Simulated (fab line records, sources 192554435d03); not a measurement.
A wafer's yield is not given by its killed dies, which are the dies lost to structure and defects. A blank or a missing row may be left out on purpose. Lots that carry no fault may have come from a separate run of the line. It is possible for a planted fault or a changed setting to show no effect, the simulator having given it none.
Split-lot experiment -- flow n5_finfet -- route with 1938 steps; 7 lots, 21 wafers read

ON THE SPLIT
At N5_FIN_CUT_ETCH_21 (etches SOC in N2/H2, target depth 219 nm, overetch 43.8 nm, time 523.5 s), the setting bias_w was moved away from the recipe's 61 W on 8 of the 21 wafers read, by -17.5% to +16.7%. This setting was run at the recipe's value on the other wafers.

Reading taken at the split's own step.

THE READING
rf_vpp_V, in V, at N5_FIN_CUT_ETCH_21 (etches SOC in N2/H2, target depth 219 nm, overetch 43.8 nm, time 523.5 s). Typical for fault-free wafers on this fab line: 240.6 V, with standard deviation 1.2 V.

wafer,"tool, chamber at the split","bias_w as run, W",against the recipe,"rf_vpp_V, V",against lot-mates on the recipe
L075.1,"rie_diel-01, 1",61,recipe,241.1,-
L075.2,"rie_diel-01, 3",61,recipe,240.1,-
L075.5,"rie_diel-01, 1",61,recipe,239.9,-
L080.1,"rie_diel-04, 1",50.33,-17.5%,213.1,-28.2
L080.3,"rie_diel-04, 0",61,recipe,241.3,-
L080.4,"rie_diel-04, 2",50.33,-17.5%,212.2,-29.1
L086.2,"rie_diel-03, 0",61,recipe,239.1,-
L086.3,"rie_diel-03, 1",61,recipe,241.4,-
L086.4,"rie_diel-03, 1",61,recipe,241.8,-
L087.1,"rie_diel-03, 0",61,recipe,241.4,-
L087.3,"rie_diel-03, 2",61,recipe,237.1,-
L087.5,"rie_diel-03, 0",54.13,-11.3%,223.7,-15.6
L093.1,"rie_diel-04, 2",67.8,+11.1%,259.6,+16.5
L093.4,"rie_diel-04, 2",61,recipe,243.1,-
L093.6,"rie_diel-04, 0",67.8,+11.1%,260.0,+16.9
L095.1,"rie_diel-03, 2",61,recipe,238.6,-
L095.4,"rie_diel-03, 3",67.51,+10.7%,259.1,+20.5
L095.6,"rie_diel-03, 1",67.51,+10.7%,256.8,+18.2
L097.1,"rie_diel-04, 2",71.19,+16.7%,267.7,+26.5
L097.4,"rie_diel-04, 1",61,recipe,240.7,-
L097.5,"rie_diel-04, 0",61,recipe,241.7,-

THE FIT
A straight line over all 21 wafers: rf_vpp_V changes by +1.62 V for each +1% of bias_w; r = +1.00; the points scatter about the line by 1.4 V.
The same after taking each lot's own level away (the mean of its wafers on the recipe; 21 wafers): +1.61 V for each +1%; r = +1.00; scatter 1.4 V.
That fit puts the effect of the largest move of bias_w on the reading at 28 V.
Across the lots, their own levels run from 238.60 to 243.10 V, a range of 3.8 times the standard deviation given above.
The two slopes are in agreement: the lot-to-lot level therefore moves the slope only a little.
Check: -27.9 V against its lot-mates is what the line predicts for one of the wafers moved furthest among these (-17.5%) when that wafer is left out of the fit. Against them it came out at -28.2 V.
Tool readings at the split's step, against how far the setting was moved: rf_vpp_V r = +1.00.

FURTHER SPLITS ON THESE WAFERS
These wafers also went through other splits before the reading. Each is held against what the fit with the lots' levels taken away leaves over:
other split on the same wafers,wafers away from the commonest value,r with rf_vpp_V (lot level and that fit taken away)
N5_WELL_APT_EXPOSE_05 dose_mj,5,-0.04
N5_WELL_APT_PEB_06 peb_time_s,3,-0.35
N5_PMOS_HMC_CHANNEL_EPI_EXPOSE_06 dose_mj,5,+0.42
N5_PMOS_HMC_CHANNEL_EPI_DEVELOP_08 develop_time_s,5,-0.16
N5_FIN_SAQP_FIN_ETCH_36 icp_w,5,-0.18

THE WHOLE CHAIN: every reading that the file lists as answering this split, in the file's order
step,what it does,reading,change (the file's fit),r (the file's)
N5_FIN_CUT_ETCH_21,"etches SOC in N2/H2, target depth 219 nm, overetch 43.8 nm, time 523.5 s",rf_vpp_V,+1.59 V for each +1% of the setting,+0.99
N5_FIN_CUT_ETCH_21,"etches SOC in N2/H2, target depth 219 nm, overetch 43.8 nm, time 523.5 s","SiARC_of_FIN_CUT_COAT_19.thk_nm (the simulator's own value, which no gauge read)",-0.0597 nm for each +1% of the setting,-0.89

FILE'S OWN FIT
rf_vpp_V changes by +1.59 V for each +1% of bias_w, r = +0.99.
